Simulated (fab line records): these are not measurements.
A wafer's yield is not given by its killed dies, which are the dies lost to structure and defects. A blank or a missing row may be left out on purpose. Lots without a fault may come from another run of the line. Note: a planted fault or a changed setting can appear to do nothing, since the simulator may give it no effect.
Matching of chambers -- flow nandHarc -- NHARC_A_WL_FILL_ALD_10 on aldHk-03: 4 sister chambers
The step deposits SiO2, target thk 50 nm, pulse time 10 s, ald cycles 500. 22 wafers are shown with their chamber, then 11 later ones without.

== WAFERS, EACH WITH ITS CHAMBER ==
wafer,chamber,heaterPowerW (W),susceptorTempC (C),precursorPulseHeightRel
L076.3,0,450,299.80,1.040
L076.1,1,480,300.03,1.000
L076.6,1,491,300.11,1.006
L078.2,0,439,300.05,1.026
L078.4,1,493,299.98,0.984
L078.1,3,479,300.21,0.983
L082.1,2,513,300.39,1.022
L082.4,3,497,300.16,1.003
L082.3,1,485,300.15,0.964
L080.1,0,435,300.07,1.005
L080.5,3,476,300.15,1.020
L080.6,0,447,299.87,0.976
L085.1,2,525,299.89,1.012
L085.5,0,448,300.04,0.973
L085.6,3,477,300.05,1.027
L086.2,2,510,300.03,1.013
L086.1,0,436,299.84,0.932
L086.4,1,504,299.92,1.009
L089.2,2,503,300.07,0.942
L089.4,1,498,300.15,1.001
L089.6,3,474,300.12,1.002
L090.2,3,488,300.16,1.002

SIGNATURES (means of the wafers above)
reading,chamber 0,chamber 1,chamber 2,chamber 3,scatter within a chamber
heaterPowerW,442.50,491.83,512.75,481.83,8.3
susceptorTempC,299.9450,300.0567,300.0950,300.1417,0.122
precursorPulseHeightRel,0.99200,0.99400,0.99725,1.00617,0.0285
Rule: a wafer's distance from a chamber is the root of the sum, over the readings, of the square of ((its reading less the chamber's mean) divided by the reading's scatter). If the next closest chamber is less than 2 further off than the closest, the wafer can't be placed; otherwise it belongs to the closest. The scatter: the root of (the sum of the squares of (reading less its chamber's mean) over the shown wafers, divided by (wafers less chambers)).

== WAFERS WITHOUT THEIR CHAMBER ==
wafer,heaterPowerW (W),susceptorTempC (C),precursorPulseHeightRel
L090.4,515,299.93,1.036
L090.1,487,300.28,0.974
L096.1,440,299.82,1.042
L096.5,492,300.16,0.999
L096.6,456,299.95,0.996
L093.2,491,299.82,0.991
L093.3,514,300.00,1.019
L093.5,449,300.11,0.970
L097.2,516,300.12,0.998
L097.4,452,299.77,0.988
L097.5,525,300.21,1.019

== WHICH CHAMBER EACH WENT THROUGH ==
wafer,from the rows above,in truth
L090.4,can't be placed: 2 or 1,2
L090.1,can't be placed: 3 or 1 or 2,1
L096.1,0,0
L096.5,can't be placed: 1 or 3 or 2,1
L096.6,can't be placed: 0 or 3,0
L093.2,can't be placed: 1 or 3 or 2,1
L093.3,can't be placed: 2 or 1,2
L093.5,0,0
L097.2,2,2
L097.4,0,0
L097.5,2,2
Placed correctly: 5 of 11. From these rows, 6 cannot be placed; in 6 the true chamber is one of the candidates. Number placed wrongly: 0.
